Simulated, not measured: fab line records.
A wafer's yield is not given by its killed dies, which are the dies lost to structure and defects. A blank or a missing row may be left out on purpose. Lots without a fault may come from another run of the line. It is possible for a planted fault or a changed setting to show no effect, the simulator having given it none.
fab line records -- flow n5-finfet -- part 2 of 2: steps 5 to 6 of 6
[record] lots = 24, wafers = 72, last-day = 19
route steps=1938 shown MOL_CONTACT_COAG@604 BEOL_M0_SAQP@662 BEOL_M0@721
lots that met no fault: taken from a fault-free run of the same line
start-h: hours from the record's opening day to when the first of the lot's shown wafers began -- wait-h: hours since the lot's step before -- " identical to the entry in the row above -- L1.1+2: a single row standing in for several wafers -- - value missing, or start not given -- * or withheld: withheld -- < > ~ a bound
route shown NAME@n: names a module that has steps shown in the file, with the first one's number in the route -- usual: mean/standard deviation taken from wafers without a fault -- same: alike in all rows -- chamber/n: place in a boat -- sites: readings site by site -- _std_site: their standard deviation -- _edge_site: inner sites' mean taken away from outer sites' mean -- radius-mm: for every site, how far away it sits from the centre of the wafer -- mask NAME#n: copy n -- behind: the tool/chamber that last shaped the wafer -- hold: cause of the lot's hold/its duration in hours/its outcome -- device: whichever transistor did not switch (one of n, p or np) -- end of line: the route-end tests of the same wafers -- where a step has no rows: the recipe by itself -- killed: count of dies lost to structure and defects at first sort (not the wafer's yield) -- map: per-die view of a wafer (x killed, . not killed, _ where there is no die)
set.NAME: setting as actually run; set.NAME@STEP: the setting as run at that earlier step -- model.NAME: the simulator's own value behind a step, which no gauge read
one table for each step of the route and one row for each wafer, over a sample of lots
services: the hour from which a tool's chamber was out of use, counted from the record's first day as start-h (under 0 if before that day), plus the number of hours and why
[[steps]]
[step N5_BEOL_M0_TRENCH_ETCH_107]
[recipe] chemistry = C4F6/O2, target-depth-a = 328, target = SiOC, time-s = 16.4, ion-energy-ev = 250, pressure-mtorr = 30, source-w = 355, bias-w = 185, Ar_flow_sccm = 300, C4F6_flow_sccm = 10, O2_flow_sccm = 10
[usual] O2_flow_sccm = 10.00/0.032, drypump-motor-current-A = 5.9/0.42, oes-product-au = 0.77/0.069, rf-vpp-V = 662/17, showerhead-plenum-p-Torr = 2.87/0.075, throttle-valve-pct = 20.96/0.23
lot.wafer,tool,chamber,start-h,wait-h,O2_flow_sccm,drypump-motor-current-A,oes-product-au,rf-hours-counter-h,rf-vpp-V,showerhead-plenum-p-Torr,throttle-valve-pct
L074.2,rie-diel-01,3,145.82,0.0,9.96,6.1,0.74,213,684,2.81,21.19
L074.4,rie-diel-01,0,145.82,0.0,9.97,6.4,0.77,130,674,2.95,20.87
L074.5,rie-diel-01,2,145.82,0.0,10.02,6.3,0.94,-,664,2.91,20.95
L075.1,rie-diel-01,1,146.34,0.0,10.05,5.9,0.72,159,669,2.75,20.92
L075.3,rie-diel-01,2,146.34,0.0,10.00,6.2,0.94,19,666,2.91,20.95
L075.5,rie-diel-01,1,146.34,0.0,9.99,5.9,0.71,-,670,2.75,20.96
L076.1,rie-diel-06,1,148.11,0.0,9.96,6.5,0.71,227,680,2.93,21.17
L076.2,rie-diel-06,2,148.11,0.0,9.99,5.3,0.74,182,645,2.82,20.68
L076.6,rie-diel-06,3,148.11,0.0,9.98,5.3,0.87,-,670,2.94,21.01
L078.1,rie-diel-03,2,148.22,0.0,10.00,5.4,0.71,170,674,2.82,20.56
L078.2,rie-diel-03,0,148.22,0.0,10.04,6.1,0.72,164,623,2.87,21.31
L078.6,rie-diel-03,3,148.22,0.0,10.01,6.3,0.85,-,665,2.77,20.42
L077.2,rie-diel-01,3,149.85,0.0,9.97,6.2,0.73,216,681,2.81,21.21
L077.3,rie-diel-01,2,149.85,0.0,9.98,6.3,0.92,21,664,2.91,20.95
L077.4,rie-diel-01,1,149.85,0.0,10.05,6.0,0.72,161,669,2.75,20.95
L080.1,rie-diel-01,2,152.38,0.0,9.98,6.2,0.92,22,664,2.91,20.95
L080.2,rie-diel-01,3,152.38,0.0,9.97,6.1,0.73,217,681,2.81,21.20
L080.6,rie-diel-01,3,152.38,0.0,9.98,6.1,0.73,-,682,2.81,21.20
L079.3,rie-diel-06,1,152.68,0.0,9.95,6.5,0.71,229,681,2.93,21.17
L079.4,rie-diel-06,2,152.68,0.0,10.00,5.4,0.74,184,645,2.82,20.70
L079.6,rie-diel-06,3,152.68,0.0,10.03,5.3,0.86,-,668,2.94,21.03
L081.2,rie-diel-06,1,161.20,0.0,10.02,6.5,0.69,231,680,2.93,21.18
L081.3,rie-diel-06,2,161.20,0.0,9.99,5.3,0.73,186,644,2.82,20.71
L081.5,rie-diel-06,3,161.20,0.0,10.00,5.3,0.85,-,670,2.94,21.04
L082.2,rie-diel-03,1,169.78,0.0,10.01,5.5,0.81,70,658,2.89,21.02
L082.5,rie-diel-03,0,169.78,0.0,10.00,6.1,0.72,-,625,2.87,21.34
L082.6,rie-diel-03,1,169.78,0.0,10.02,5.4,0.81,-,660,2.89,21.05
L083.1,rie-diel-06,0,172.32,0.0,10.02,5.7,0.79,118,634,2.99,20.92
L083.2,rie-diel-06,1,172.32,0.0,10.01,6.5,0.69,235,680,2.93,21.17
L083.3,rie-diel-06,2,172.32,0.0,9.99,5.3,0.73,190,643,2.82,20.71
L084.1,rie-diel-01,3,187.88,0.0,9.94,6.1,0.73,228,682,2.81,21.23
L084.3,rie-diel-01,1,187.88,0.0,10.01,6.0,0.70,173,668,2.74,20.96
L084.6,rie-diel-01,2,187.88,0.0,9.97,6.2,0.90,-,663,2.91,20.98
L085.1,rie-diel-03,0,192.07,0.0,10.02,6.1,0.71,178,625,2.86,21.34
L085.2,rie-diel-03,2,192.07,0.0,9.98,5.4,0.71,184,674,2.81,20.57
L085.6,rie-diel-03,1,192.07,0.0,10.04,5.5,0.81,-,658,2.89,21.06
L086.4,rie-diel-06,1,197.00,0.0,9.98,6.5,0.68,244,681,2.92,21.19
L086.5,rie-diel-06,2,197.00,0.0,10.02,5.4,0.73,-,645,2.82,20.72
L086.6,rie-diel-06,1,197.00,0.0,9.99,6.5,0.68,-,680,2.92,21.21
L088.2,rie-diel-03,3,207.54,0.0,9.98,6.3,0.83,87,663,2.76,20.45
L088.3,rie-diel-03,1,207.54,0.0,9.95,5.5,0.81,83,658,2.88,21.06
L088.6,rie-diel-03,3,207.54,0.0,9.94,6.3,0.82,-,664,2.76,20.44
L087.1,rie-diel-01,1,207.78,0.0,9.91,6.0,0.71,181,669,2.74,20.97
L087.3,rie-diel-01,3,207.78,0.0,10.00,6.2,0.72,235,680,2.80,21.24
L087.5,rie-diel-01,1,207.78,0.0,9.99,5.9,0.71,-,670,2.74,20.98
L089.3,rie-diel-01,0,214.09,0.0,9.99,6.5,0.76,154,674,2.94,20.91
L089.4,rie-diel-01,3,214.09,0.0,10.01,6.1,0.71,237,682,2.80,21.25
L089.6,rie-diel-01,3,214.09,0.0,9.99,6.1,0.71,-,681,2.80,21.23
L092.1,rie-diel-06,3,218.72,0.0,9.95,5.3,0.82,49,670,2.93,21.04
L092.4,rie-diel-06,2,218.72,0.0,10.01,5.4,0.71,205,644,2.81,20.73
L092.5,rie-diel-06,2,218.72,0.0,9.98,5.4,0.71,-,644,2.81,20.73
L090.1,rie-diel-01,0,218.79,0.0,10.05,6.4,0.75,155,674,2.94,20.92
L090.4,rie-diel-01,1,218.79,0.0,9.95,6.0,0.70,184,668,2.74,20.98
L090.6,rie-diel-01,2,218.79,0.0,9.99,6.2,0.89,-,665,2.90,21.00
L091.1,rie-diel-06,3,222.10,0.0,10.06,5.3,0.82,50,668,2.93,21.07
L091.3,rie-diel-06,2,222.10,0.0,10.04,5.4,0.72,206,644,2.81,20.74
L091.4,rie-diel-06,3,222.10,0.0,10.04,5.3,0.81,-,668,2.93,21.05
L093.1,rie-diel-06,2,234.75,0.0,9.98,5.4,0.72,212,643,2.81,20.75
L093.4,rie-diel-06,3,234.75,0.0,9.99,5.3,0.82,-,669,2.92,21.06
L093.5,rie-diel-06,0,234.75,0.0,9.95,5.7,0.78,-,633,2.98,20.96
L094.2,rie-diel-01,1,241.81,0.0,10.02,5.9,0.69,191,668,2.74,20.99
L094.5,rie-diel-01,3,241.81,0.0,9.98,6.1,0.71,-,681,2.80,21.25
L094.6,rie-diel-01,0,241.81,0.0,9.97,6.4,0.74,-,673,2.94,20.93
L096.4,rie-diel-03,2,249.06,0.0,10.01,5.4,0.69,204,673,2.80,20.61
L096.5,rie-diel-03,3,249.06,0.0,10.01,6.3,0.81,-,662,2.75,20.49
L096.6,rie-diel-03,2,249.06,0.0,9.98,5.4,0.69,-,674,2.80,20.59
L095.1,rie-diel-01,3,249.13,0.0,10.00,6.1,0.70,248,681,2.80,21.24
L095.3,rie-diel-01,1,249.13,0.0,10.01,5.9,0.69,193,667,2.74,20.98
L095.4,rie-diel-01,0,249.13,0.0,10.03,6.4,0.74,165,673,2.94,20.91
L097.1,rie-diel-03,2,256.14,0.0,10.01,5.4,0.69,207,673,2.80,20.59
L097.2,rie-diel-03,1,256.14,0.0,9.99,5.4,0.80,99,660,2.88,21.10
L097.5,rie-diel-03,2,256.14,0.0,10.00,5.4,0.70,-,675,2.80,20.62
[step N5_BEOL_M0_STRIP_142]
[recipe] chemistry = N2/H2, time-s = 10, power-w = 450, temp-c = 40, pressure-mtorr = 20, rf-frequency-hz = 6e+07, bias-power-w = 7, n2-flow-sccm = 200, h2-flow-sccm = 200
[usual] drypump-motor-current-A = 5.9/0.42, oes-product-au = 0.78/0.072, rf-vpp-V = 59.1/0.86, showerhead-plenum-p-Torr = 2.55/0.073, throttle-valve-pct = 23.6/0.3
lot.wafer,tool,chamber,start-h,wait-h,drypump-motor-current-A,oes-product-au,rf-hours-counter-h,rf-vpp-V,showerhead-plenum-p-Torr,throttle-valve-pct
L074.2,rie-diel-01,3,145.84,0.0,6.1,0.71,213,58.7,2.51,24.1
L074.4,rie-diel-01,0,145.84,0.0,6.5,0.79,130,58.7,2.65,23.8
L074.5,rie-diel-01,2,145.84,0.0,6.3,0.95,-,59.7,2.59,23.6
L075.1,rie-diel-01,1,146.37,0.0,6.0,0.73,159,58.4,2.40,23.2
L075.3,rie-diel-01,2,146.37,0.0,6.3,0.94,19,57.9,2.59,23.6
L075.5,rie-diel-01,1,146.37,0.0,6.0,0.72,-,58.0,2.40,23.2
L076.1,rie-diel-06,1,148.14,0.0,6.5,0.72,227,60.1,2.62,24.0
L076.2,rie-diel-06,2,148.14,0.0,5.4,0.74,182,59.1,2.54,23.4
L076.6,rie-diel-06,3,148.14,0.0,5.3,0.86,-,59.6,2.58,23.5
L078.1,rie-diel-03,2,148.25,0.0,5.4,0.74,170,60.4,2.55,23.7
L078.2,rie-diel-03,0,148.25,0.0,6.1,0.72,164,58.6,2.50,23.6
L078.6,rie-diel-03,3,148.25,0.0,6.3,0.87,-,59.5,2.46,23.2
L077.2,rie-diel-01,3,149.87,0.0,6.1,0.71,216,59.9,2.51,24.1
L077.3,rie-diel-01,2,149.87,0.0,6.3,0.94,21,59.4,2.59,23.6
L077.4,rie-diel-01,1,149.87,0.0,5.9,0.72,161,58.5,2.40,23.1
L080.1,rie-diel-01,2,152.40,0.0,6.2,0.95,22,58.7,2.59,23.6
L080.2,rie-diel-01,3,152.40,0.0,6.1,0.71,217,58.1,2.51,24.1
L080.6,rie-diel-01,3,152.40,0.0,6.1,0.71,-,59.6,2.51,24.1
L079.3,rie-diel-06,1,152.71,0.0,6.5,0.71,229,57.3,2.62,24.0
L079.4,rie-diel-06,2,152.71,0.0,5.4,0.74,184,57.9,2.53,23.4
L079.6,rie-diel-06,3,152.71,0.0,5.3,0.85,-,60.5,2.58,23.5
L081.2,rie-diel-06,1,161.22,0.0,6.5,0.71,231,59.4,2.61,24.0
L081.3,rie-diel-06,2,161.22,0.0,5.4,0.74,186,60.0,2.53,23.4
L081.5,rie-diel-06,3,161.22,0.0,5.2,0.85,-,58.2,2.58,23.5
L082.2,rie-diel-03,1,169.80,0.0,5.5,0.81,70,59.3,2.58,23.6
L082.5,rie-diel-03,0,169.80,0.0,6.1,0.72,-,58.8,2.50,23.6
L082.6,rie-diel-03,1,169.80,0.0,5.5,0.81,-,58.9,2.58,23.6
L083.1,rie-diel-06,0,172.34,0.0,5.7,0.81,118,59.4,2.64,23.2
L083.2,rie-diel-06,1,172.34,0.0,6.5,0.70,235,57.9,2.61,24.0
L083.3,rie-diel-06,2,172.34,0.0,5.4,0.73,190,59.9,2.53,23.4
L084.1,rie-diel-01,3,187.90,0.0,6.1,0.70,228,60.0,2.51,24.1
L084.3,rie-diel-01,1,187.90,0.0,6.0,0.71,173,59.4,2.40,23.2
L084.6,rie-diel-01,2,187.90,0.0,6.2,0.91,-,59.8,2.59,23.6
L085.1,rie-diel-03,0,192.09,0.0,6.1,0.72,178,60.4,2.49,23.6
L085.2,rie-diel-03,2,192.09,0.0,5.4,0.72,184,60.2,2.54,23.7
L085.6,rie-diel-03,1,192.09,0.0,5.4,0.82,-,59.2,2.58,23.6
L086.4,rie-diel-06,1,197.02,0.0,6.5,0.69,244,59.8,2.61,24.1
L086.5,rie-diel-06,2,197.02,0.0,5.4,0.73,-,58.6,2.53,23.5
L086.6,rie-diel-06,1,197.02,0.0,6.5,0.69,-,57.9,2.61,24.1
L088.2,rie-diel-03,3,207.56,0.0,6.3,0.83,87,57.6,2.45,23.2
L088.3,rie-diel-03,1,207.56,0.0,5.5,0.80,83,59.6,2.58,23.6
L088.6,rie-diel-03,3,207.56,0.0,6.3,0.84,-,57.9,2.45,23.2
L087.1,rie-diel-01,1,207.81,0.0,5.9,0.72,181,58.0,2.40,23.2
L087.3,rie-diel-01,3,207.81,0.0,6.1,0.70,235,59.0,2.50,24.1
L087.5,rie-diel-01,1,207.81,0.0,6.0,0.72,-,59.9,2.40,23.2
L089.3,rie-diel-01,0,214.12,0.0,6.5,0.78,154,58.9,2.64,23.9
L089.4,rie-diel-01,3,214.12,0.0,6.2,0.70,237,59.1,2.50,24.1
L089.6,rie-diel-01,3,214.12,0.0,6.2,0.69,-,58.6,2.50,24.2
L092.1,rie-diel-06,3,218.75,0.0,5.3,0.82,49,60.3,2.57,23.5
L092.4,rie-diel-06,2,218.75,0.0,5.4,0.73,205,58.7,2.53,23.5
L092.5,rie-diel-06,2,218.75,0.0,5.4,0.73,-,58.3,2.53,23.5
L090.1,rie-diel-01,0,218.81,0.0,6.5,0.77,155,60.4,2.64,23.9
L090.4,rie-diel-01,1,218.81,0.0,6.0,0.70,184,58.6,2.39,23.2
L090.6,rie-diel-01,2,218.81,0.0,6.2,0.91,-,59.9,2.58,23.6
L091.1,rie-diel-06,3,222.12,0.0,5.3,0.81,50,58.5,2.57,23.5
L091.3,rie-diel-06,2,222.12,0.0,5.4,0.72,206,59.4,2.52,23.5
L091.4,rie-diel-06,3,222.12,0.0,5.3,0.82,-,58.2,2.57,23.5
L093.1,rie-diel-06,2,234.77,0.0,5.4,0.72,212,60.3,2.52,23.5
L093.4,rie-diel-06,3,234.77,0.0,5.3,0.81,-,59.7,2.57,23.5
L093.5,rie-diel-06,0,234.77,0.0,5.7,0.79,-,62.0,2.63,23.3
L094.2,rie-diel-01,1,241.83,0.0,6.0,0.71,191,57.4,2.39,23.2
L094.5,rie-diel-01,3,241.83,0.0,6.1,0.69,-,59.0,2.50,24.2
L094.6,rie-diel-01,0,241.83,0.0,6.5,0.77,-,59.1,2.63,23.9
L096.4,rie-diel-03,2,249.09,0.0,5.4,0.71,204,60.3,2.54,23.7
L096.5,rie-diel-03,3,249.09,0.0,6.3,0.84,-,58.5,2.45,23.2
L096.6,rie-diel-03,2,249.09,0.0,5.4,0.71,-,59.9,2.54,23.8
L095.1,rie-diel-01,3,249.16,0.0,6.1,0.69,248,59.5,2.50,24.1
L095.3,rie-diel-01,1,249.16,0.0,5.9,0.71,193,57.8,2.39,23.2
L095.4,rie-diel-01,0,249.16,0.0,6.5,0.76,165,59.2,2.63,23.9
L097.1,rie-diel-03,2,256.16,0.0,5.4,0.71,207,59.3,2.53,23.7
L097.2,rie-diel-03,1,256.16,0.0,5.5,0.81,99,58.3,2.57,23.7
L097.5,rie-diel-03,2,256.16,0.0,5.4,0.71,-,59.1,2.53,23.8
[[services]]
tool,chamber,start-h,hours,kind
rie-si-02,-,86.93,4.3,pm
rie-diel-03,1,92.41,36.0,repair
rie-si-06,2,95.21,10.7,repair
cmp-01,-,117.98,0.6,repair
cmp-01,-,124.82,5.8,repair
cmp-01,-,162.61,1.0,repair
cmp-01,-,173.77,0.7,repair
cmp-01,-,177.34,6.2,pm
rie-si-02,-,191.63,14.6,pm
cmp-01,-,198.41,2.6,repair
cmp-04,-,212.82,0.3,repair
rie-si-06,1,219.17,2.3,repair
vapor-etch-02,-,219.72,0.2,repair
rie-diel-06,1,220.53,-,clean
rie-diel-06,1,220.53,-,consumable-replace:focus-ring
rie-diel-03,-,222.26,2.8,pm
cmp-04,-,227.49,4.0,pm
cmp-01,-,231.61,2.1,repair
cmp-03,-,237.91,4.0,pm
rie-si-06,0,243.03,21.1,repair
rie-diel-01,3,255.63,-,clean
rie-diel-01,3,255.63,-,consumable-replace:focus-ring
rie-diel-01,3,255.63,20.5,scheduled-down
rie-diel-01,3,255.63,20.5,vent-cycle
